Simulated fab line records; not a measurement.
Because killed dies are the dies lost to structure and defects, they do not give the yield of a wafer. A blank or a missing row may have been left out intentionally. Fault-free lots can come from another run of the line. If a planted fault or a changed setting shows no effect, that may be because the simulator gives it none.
The tool behind it: which one?	flow n5Finfet	Sampling: 24 lots, 72 wafers, 6 of 1938 route steps

## WHAT EACH GAUGE READ, for each wafer
N5_BEOL_M2_THK_MEAS_01. Usual: M2_ILD_THK 79.8 nm, standard deviation 1.1.
lot	measured	on	M2_ILD_THK (nm)	flag
L074	day 6 15:37	filmMetro-02	81.5 78.8 80.0	
L076	day 6 19:21	filmMetro-01	78.2 77.7 79.9	
L075	day 6 21:46	filmMetro-01	80.1 79.8 79.6	
L077	day 7 03:11	filmMetro-01	80.1 77.8 79.0	
L078	day 7 17:43	filmMetro-02	80.7 80.6 80.1	
L079	day 7 22:10	filmMetro-02	79.5 78.7 79.4	
L080	day 8 01:32	filmMetro-02	82.0 80.4 80.6	
L081	day 8 06:19	filmMetro-01	78.8 78.8 80.2	
L082	day 8 13:57	filmMetro-01	79.4 78.6 77.5	
L083	day 8 16:51	filmMetro-01	77.6 79.5 80.4	
L084	day 8 20:14	filmMetro-02	79.3 80.0 80.9	
L085	day 9 06:52	filmMetro-02	80.5 80.0 80.0	
L086	day 9 14:41	filmMetro-02	77.7 79.6 79.9	
L087	day 9 16:44	filmMetro-01	79.2 79.1 80.4	
L088	day 10 06:07	filmMetro-01	81.5 79.9 81.4	
L089	day 10 08:10	filmMetro-01	80.1 81.1 81.1	
L090	day 10 11:23	filmMetro-02	78.0 79.7 80.0	
L091	day 10 12:31	filmMetro-02	81.2 81.5 81.6	
L093	day 11 16:37	filmMetro-01	79.7 79.5 79.8	
L092	day 11 17:08	filmMetro-01	79.2 80.6 80.3	
L095	day 11 20:26	filmMetro-01	78.8 78.4 80.6	
L094	day 11 20:58	filmMetro-01	78.0 80.9 80.7	
L096	day 12 07:13	filmMetro-02	80.5 80.3 82.0	
L097	day 12 09:20	filmMetro-01	79.5 81.3 79.7	

## WHICH TOOL RAN EACH LOT (tool, then ch and the chambers of the sampled wafers, then the start)
lot	N5_BEOL_M1_SURFACE_TREAT_85	N5_BEOL_M1_ANNEAL_82	N5_BEOL_M1_SPUTTER_94	N5_BEOL_M1_SPUTTER_96	N5_BEOL_M1_ANNEAL_51
L074	pvdSputter-03, day 6 12:06	pvdSputter-03, day 6 13:09	pvdSputter-03, day 6 14:10	pvdSputter-03, day 6 14:23	rtpAnneal-02 ch 0, day 6 14:40
L076	pvdSputter-01, day 6 15:53	pvdSputter-01, day 6 16:42	pvdSputter-01, day 6 17:43	pvdSputter-01, day 6 17:56	rtpAnneal-02 ch 0, day 6 18:08
L075	pvdSputter-02, day 6 18:31	pvdSputter-01, day 6 19:16	pvdSputter-01, day 6 20:17	pvdSputter-01, day 6 20:30	rtpAnneal-01 ch 0, day 6 20:47
L077	pvdSputter-03, day 6 23:56	pvdSputter-02, day 7 00:46	pvdSputter-02, day 7 01:47	pvdSputter-02, day 7 02:00	rtpAnneal-01 ch 0, day 7 02:12
L078	pvdSputter-03, day 7 14:12	pvdSputter-03, day 7 15:04	pvdSputter-03, day 7 16:05	pvdSputter-03, day 7 16:18	rtpAnneal-02 ch 0, day 7 16:44
L079	pvdSputter-03, day 7 18:52	pvdSputter-03, day 7 19:44	pvdSputter-03, day 7 20:46	pvdSputter-03, day 7 20:59	rtpAnneal-02 ch 0, day 7 21:10
L080	pvdSputter-03, day 7 22:05	pvdSputter-02, day 7 23:02	pvdSputter-02, day 8 00:04	pvdSputter-02, day 8 00:17	rtpAnneal-02 ch 0, day 8 00:34
L081	pvdSputter-03, day 8 03:07	pvdSputter-03, day 8 03:53	pvdSputter-03, day 8 04:55	pvdSputter-03, day 8 05:08	rtpAnneal-02 ch 0, day 8 05:22
L082	pvdSputter-02, day 8 10:46	pvdSputter-02, day 8 11:32	pvdSputter-02, day 8 12:33	pvdSputter-02, day 8 12:46	rtpAnneal-01 ch 0, day 8 12:58
L083	pvdSputter-02, day 8 12:56	pvdSputter-03, day 8 14:23	pvdSputter-03, day 8 15:24	pvdSputter-03, day 8 15:37	rtpAnneal-01 ch 0, day 8 15:52
L084	pvdSputter-03, day 8 16:59	pvdSputter-03, day 8 17:47	pvdSputter-03, day 8 18:48	pvdSputter-03, day 8 19:01	rtpAnneal-02 ch 0, day 8 19:16
L085	pvdSputter-01, day 9 03:32	pvdSputter-03, day 9 04:24	pvdSputter-03, day 9 05:25	pvdSputter-03, day 9 05:38	rtpAnneal-01 ch 0, day 9 05:55
L086	pvdSputter-01, day 9 11:25	pvdSputter-01, day 9 12:13	pvdSputter-01, day 9 13:14	pvdSputter-01, day 9 13:28	rtpAnneal-02 ch 0, day 9 13:39
L087	pvdSputter-03, day 9 13:31	pvdSputter-03, day 9 14:17	pvdSputter-03, day 9 15:18	pvdSputter-03, day 9 15:31	rtpAnneal-02 ch 0, day 9 15:43
L088	pvdSputter-03, day 10 02:35	pvdSputter-03, day 10 03:40	pvdSputter-03, day 10 04:41	pvdSputter-03, day 10 04:54	rtpAnneal-01 ch 0, day 10 05:06
L089	pvdSputter-01, day 10 04:57	pvdSputter-02, day 10 05:43	pvdSputter-02, day 10 06:44	pvdSputter-02, day 10 06:57	rtpAnneal-02 ch 0, day 10 07:17
L090	pvdSputter-01, day 10 08:13	pvdSputter-01, day 10 08:58	pvdSputter-01, day 10 09:59	pvdSputter-01, day 10 10:12	rtpAnneal-01 ch 0, day 10 10:23
L091	pvdSputter-02, day 10 09:02	pvdSputter-02, day 10 10:04	pvdSputter-02, day 10 11:05	pvdSputter-02, day 10 11:19	rtpAnneal-01 ch 0, day 10 11:33
L093	pvdSputter-03, day 11 13:12	pvdSputter-03, day 11 14:12	pvdSputter-03, day 11 15:13	pvdSputter-03, day 11 15:26	rtpAnneal-01 ch 0, day 11 15:41
L092	pvdSputter-03, day 11 13:34	pvdSputter-02, day 11 14:43	pvdSputter-02, day 11 15:44	pvdSputter-02, day 11 15:58	rtpAnneal-01 ch 0, day 11 16:12
L095	pvdSputter-02, day 11 17:16	pvdSputter-03, day 11 18:01	pvdSputter-03, day 11 19:02	pvdSputter-03, day 11 19:16	rtpAnneal-02 ch 0, day 11 19:28
L094	pvdSputter-03, day 11 17:20	pvdSputter-02, day 11 18:32	pvdSputter-02, day 11 19:34	pvdSputter-02, day 11 19:47	rtpAnneal-02 ch 0, day 11 19:59
L096	pvdSputter-03, day 12 03:14	pvdSputter-02, day 12 04:04	pvdSputter-02, day 12 05:05	pvdSputter-02, day 12 05:18	rtpAnneal-01 ch 0, day 12 06:13
L097	pvdSputter-01, day 12 05:45	pvdSputter-01, day 12 06:39	pvdSputter-01, day 12 07:40	pvdSputter-01, day 12 07:53	rtpAnneal-01 ch 0, day 12 08:08
- N5_BEOL_M1_SURFACE_TREAT_85
- N5_BEOL_M1_ANNEAL_82: time 240 s.
- N5_BEOL_M1_SPUTTER_94: material Cu, target thk 4.5 nm, time 8.29 s.
- N5_BEOL_M1_SPUTTER_96: material Cu, target thk 4.5 nm, time 8.29 s.
- N5_BEOL_M1_ANNEAL_51: time 90 s.

## WHAT THE TOOLS THEMSELVES READ (means of the sampled wafers that have a number; where no wafer has one, the mark that the record gives instead)
N5_BEOL_M1_ANNEAL_82. Usual: heaterPowerW 858 W, standard deviation 140; susceptor_temp_C_max 400.9, standard deviation 0.36.
lot	tool	heaterPowerW (W)	susceptor_temp_C_max	flag
L074	pvdSputter-03	873	401.1	
L076	pvdSputter-01	851	401.3	
L075	pvdSputter-01	854	400.9	
L077	pvdSputter-02	725	400.7	
L078	pvdSputter-03	859	400.6	
L079	pvdSputter-03	936	400.7	
L080	pvdSputter-02	845	400.9	
L081	pvdSputter-03	952	400.7	
L082	pvdSputter-02	770	400.7	
L083	pvdSputter-03	748	400.5	
L084	pvdSputter-03	862	400.6	
L085	pvdSputter-03	812	401.0	
L086	pvdSputter-01	845	401.3	
L087	pvdSputter-03	1005	400.7	
L088	pvdSputter-03	878	400.9	
L089	pvdSputter-02	713	400.8	
L090	pvdSputter-01	861	401.4	
L091	pvdSputter-02	813	401.1	
L093	pvdSputter-03	792	400.8	
L092	pvdSputter-02	998	400.8	
L095	pvdSputter-03	875	400.9	
L094	pvdSputter-02	813	401.1	
L096	pvdSputter-02	884	401.0	
L097	pvdSputter-01	807	401.1	

N5_BEOL_M1_SPUTTER_94. Usual: substrateTempC -19.98 C, standard deviation 0.11; throttleValvePct 30.6 %, standard deviation 1.3.
lot	tool	substrateTempC (C)	throttleValvePct (%)	flag
L074	pvdSputter-03	-19.96	31.0	
L076	pvdSputter-01	-19.93	29.5	
L075	pvdSputter-01	-20.05	29.7	
L077	pvdSputter-02	-19.86	32.3	
L078	pvdSputter-03	-20.05	29.8	
L079	pvdSputter-03	-19.85	30.0	
L080	pvdSputter-02	-20.01	31.3	
L081	pvdSputter-03	-20.03	30.9	
L082	pvdSputter-02	-19.99	32.0	
L083	pvdSputter-03	-19.98	31.0	
L084	pvdSputter-03	-19.88	30.0	
L085	pvdSputter-03	-19.91	31.1	
L086	pvdSputter-01	-19.99	29.6	
L087	pvdSputter-03	-20.01	31.0	
L088	pvdSputter-03	-19.97	30.9	
L089	pvdSputter-02	-19.94	31.5	
L090	pvdSputter-01	-19.96	30.6	
L091	pvdSputter-02	-20.02	31.9	
L093	pvdSputter-03	-20.04	29.9	
L092	pvdSputter-02	-20.00	30.9	
L095	pvdSputter-03	-19.91	30.9	
L094	pvdSputter-02	-19.90	31.7	
L096	pvdSputter-02	-20.03	31.2	
L097	pvdSputter-01	-20.08	29.8	

N5_BEOL_M1_SPUTTER_96. Usual: substrateTempC -20.01 C, standard deviation 0.1; throttleValvePct 30.6 %, standard deviation 1.3.
lot	tool	substrateTempC (C)	throttleValvePct (%)	flag
L074	pvdSputter-03	-20.03	31.0	
L076	pvdSputter-01	-20.07	29.7	
L075	pvdSputter-01	-20.04	29.6	
L077	pvdSputter-02	-19.99	32.5	
L078	pvdSputter-03	-19.99	29.8	
L079	pvdSputter-03	-19.95	30.0	
L080	pvdSputter-02	-20.02	31.3	
L081	pvdSputter-03	-19.99	30.8	
L082	pvdSputter-02	-20.00	31.8	
L083	pvdSputter-03	-19.92	31.0	
L084	pvdSputter-03	-19.94	29.7	
L085	pvdSputter-03	-19.96	31.0	
L086	pvdSputter-01	-20.03	29.6	
L087	pvdSputter-03	-20.03	31.0	
L088	pvdSputter-03	-20.07	31.0	
L089	pvdSputter-02	-19.98	31.5	
L090	pvdSputter-01	-19.98	30.7	
L091	pvdSputter-02	-20.07	31.9	
L093	pvdSputter-03	-19.97	30.1	
L092	pvdSputter-02	-20.01	31.0	
L095	pvdSputter-03	-19.96	31.0	
L094	pvdSputter-02	-20.04	31.8	
L096	pvdSputter-02	-19.93	31.2	
L097	pvdSputter-01	-19.98	29.8	

N5_BEOL_M1_ANNEAL_51. Usual: wafer_temp_C_max at 226.1, with a standard deviation of 0.41.
lot	tool	wafer_temp_C_max	flag
L074	rtpAnneal-02	225.6	
L076	rtpAnneal-02	225.6	
L075	rtpAnneal-01	226.1	
L077	rtpAnneal-01	226.2	
L078	rtpAnneal-02	225.6	
L079	rtpAnneal-02	225.9	
L080	rtpAnneal-02	225.8	
L081	rtpAnneal-02	226.0	
L082	rtpAnneal-01	226.3	
L083	rtpAnneal-01	226.3	
L084	rtpAnneal-02	225.7	
L085	rtpAnneal-01	226.5	
L086	rtpAnneal-02	225.8	
L087	rtpAnneal-02	226.0	
L088	rtpAnneal-01	226.4	
L089	rtpAnneal-02	225.6	
L090	rtpAnneal-01	226.0	
L091	rtpAnneal-01	226.4	
L093	rtpAnneal-01	226.4	
L092	rtpAnneal-01	225.9	
L095	rtpAnneal-02	226.2	
L094	rtpAnneal-02	225.5	
L096	rtpAnneal-01	226.8	
L097	rtpAnneal-01	226.7	

## THE ANSWER, worked out from the rows above alone
Rule: lot off if the mean of its wafers having a number is beyond 3 standard deviations from the usual mean. A lot without any number at a reading at which 4 lots or more have one is off too. All remaining lots with rows at the step are treated as sound. First the gauges in route order, then the tools' own readings, where a lot's mean is used as printed above. The first step at which some lot is off is used, and at that step the reading that is off furthest; a lot without a number counts as furthest.
No lot is off at any reading shown: from this, nothing can be told.

## WHAT THE SIMULATOR HAD PUT IN
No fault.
